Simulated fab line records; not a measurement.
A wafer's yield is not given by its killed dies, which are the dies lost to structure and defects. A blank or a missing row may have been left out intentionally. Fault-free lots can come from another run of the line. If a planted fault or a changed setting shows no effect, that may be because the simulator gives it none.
Struck lot and sound lot, side by side || flow nandHarc || 42 steps out of a route of 1159
Sound: the wafers L678.1, L678.3, L678.4. Wafers struck: L689.1, L689.2, L689.3. At the end, the cause is stated.
Per side, at each step with rows, come the tool, then ch with its chambers, and then its first start. Under that, the readings that differ: sound wafers || struck wafers || difference of the means || sigmas: that difference in standard deviations of wafers without a fault.
alike: words and numbers the same on both sides, and readings whose means are apart by under 2 such deviations; not compared: readings that were withheld, readings missing a value for some wafer, numbers with overlapping values and no deviation given by the record, and bounds like >300 which may hide the same value.
A row with sigmas, a row that says differs or no value, or rows on one side alone: a step with any of these is where the two part. Numbers that don't overlap but have no deviation are shown without sigmas and don't part them. A reading that every wafer of one side lacks parts them only if that side has two wafers or more.

first, 8 steps without rows for these wafers: NHARC_A_CONTACT_DESCUM_74 (chemistry O2, time 3 s); NHARC_A_CONTACT_ETCH_75 (etches the open film in CF4, target depth 39 nm, time 65 s); NHARC_A_CONTACT_ETCH_76 (etches the open film in N2/H2, target depth 260 nm, time 475.3 s); NHARC_A_CONTACT_ETCH_77 (etches the open film in CF4/CHF3, target depth 72.6 nm, time 36.3 s); NHARC_A_CONTACT_ETCH_78 (etches the open film in O2/COS, target depth 2800 nm, time 728 s); NHARC_A_CONTACT_ETCH_124 (etches the open film in C4F8/O2/Ar, time 140 s, target depth 700 nm); NHARC_A_CONTACT_ETCH_125 (etches the open film in C4F8/O2/Ar, time 155 s, target depth 956 nm); NHARC_A_CONTACT_ETCH_126 (etches the open film in C4F8/O2/Ar, time 155 s, target depth 956 nm).
NHARC_A_CONTACT_ETCH_127: etches the open film in C4F8/O2/Ar, time 155 s, target depth 956 nm.
  sound on harCapEtch-03 ch 0,1, day 17 04:13; struck on harCapEtch-03 ch 0,1, day 21 05:18
  not compared: rfHoursCounterH
then, 1 step without rows for these wafers: NHARC_A_CONTACT_ETCH_128 (etches the open film in C4F8/O2/Ar, time 155 s, target depth 956 nm).
NHARC_A_CONTACT_ETCH_129: etches the open film in C4F8/O2/Ar, time 155 s, target depth 956 nm.
  sound on harCapEtch-03 ch 0,1, day 17 04:29; struck on harCapEtch-03 ch 0,1, day 21 05:35
  not compared: rfHoursCounterH
then, 1 step without rows for these wafers: NHARC_A_CONTACT_ETCH_130 (etches the open film in C4F8/O2/Ar, time 155 s, target depth 956 nm).
NHARC_A_CONTACT_ETCH_131: etches the open film in C4F8/O2/Ar, time 155 s, target depth 956 nm.
  sound on harCapEtch-03 ch 0,1, day 17 04:46; struck on harCapEtch-03 ch 0,1, day 21 05:52
  not compared: rfHoursCounterH
NHARC_A_CONTACT_ETCH_132: etches the open film in C4F8/O2/Ar, time 156 s, target depth 958 nm.
  sound on harCapEtch-03 ch 0,1, day 17 04:55; struck on harCapEtch-03 ch 0,1, day 21 06:01
  not compared: rfHoursCounterH
then, 3 steps without rows for these wafers: NHARC_A_CONTACT_ETCH_133 (etches the open film in C4F8/O2/Ar, time 195 s, target depth 840 nm); NHARC_A_CONTACT_ETCH_91 (etches the open film in CH3F/O2, target depth 40 nm, time 85.7 s); NHARC_A_CONTACT_ETCH_97 (etches the open film in C4F6/O2, target depth 20 nm, time 10 s).
NHARC_A_CONTACT_CD_MEAS_80:
  struck on cdSem-03, day 21 06:56; sound on cdSem-02, day 17 05:51
  alike: cdNm
then, 7 steps without rows for these wafers: NHARC_A_CONTACT_STRIP_103 (strips in N2/H2); NHARC_A_CONTACT_STRIP_104 (strips in CF4/CHF3); NHARC_A_CONTACT_STRIP_105 (strips in O2/COS); NHARC_A_CONTACT_ETCH_106 (etches the open film in CF4/O2, target depth 60 nm, overetch 6 nm, time 33 s); NHARC_A_CONTACT_STRIP_82 (strips in O2); NHARC_A_CONTACT_STRIP_83 (strips in post etch residue remover, time 600 s); NHARC_A_CONTACT_DEP_84 (deposits aC, target thk 2000 nm).
NHARC_A_CONTACT_DEP_85: deposits SiON, target thk 50 nm.
  sound on pecvd-02 ch 1,2, day 17 10:04; struck on pecvd-04 ch 0,1,2, day 21 11:34
  alike: heaterPowerOuterW, heaterPowerW
then, 10 steps without rows for these wafers: NHARC_A_CONTACT_DEHYDRATE_00 (time 120 s); NHARC_A_CONTACT_HMDS_01 (time 30 s); NHARC_A_CONTACT_COAT_86 (time 75 s); NHARC_A_CONTACT_COAT_87 (time 65 s); NHARC_A_CONTACT_COAT_02 (resist thk 90 nm); NHARC_A_CONTACT_SOFTBAKE_03 (time 55 s); NHARC_A_CONTACT_EBR_04; NHARC_A_CONTACT_EXPOSE_05 (exposes mask A CC); NHARC_A_CONTACT_PEB_06 (peb time 65 s); NHARC_A_CONTACT_DEVELOP_07 (develop time 35 s).
NHARC_A_CONTACT_CD_MEAS_08: the cd target is 100 nm.
  sound on cdSem-03 ch 0, day 17 10:52; struck on cdSem-03 ch 0, day 21 12:17
  alike: cdNm
NHARC_A_CONTACT_OVL_MEAS_09:
  struck on overlay-02, day 21 12:22; sound on overlay-02, day 17 10:58
  alike: overlayXNm, overlayYNm
NHARC_A_CONTACT_DESCUM_13: chemistry O2, time 3 s.
  sound on rieDiel-09 ch 0,2,3, day 17 11:04; struck on rieDiel-11 ch 0,2,3, day 21 12:28
{"reading": "rfHoursCounterH (h)", "sound": "42 50 48", "struck": "21 22 21", "difference": -25, "sigmas": ""}
  alike: drypumpMotorCurrentA, o2FlowSccm, oesProductAu, rfVppV, showerheadPlenumPTorr, throttleValvePct
then, 2 steps without rows for these wafers: NHARC_A_CONTACT_ETCH_88 (etches the open film in CF4, target depth 39 nm, time 65 s); NHARC_A_CONTACT_ETCH_89 (etches the open film in N2/H2, target depth 260 nm, time 475.3 s).
-- record jumps: 3 days between struck wafers' starts before vs after; left off in module A_CONTACT, resumes in module END, first step shown is number 1159 of the route --
NHARC_END_SORT_01:
  the record has rows for the struck wafers here (prober-01 ch 0, day 24 01:30) and none for the sound ones

## WHERE THEY PART
At NHARC_END_SORT_01 and nowhere else, as far as this record goes.

WHY: the cause the simulator had injected
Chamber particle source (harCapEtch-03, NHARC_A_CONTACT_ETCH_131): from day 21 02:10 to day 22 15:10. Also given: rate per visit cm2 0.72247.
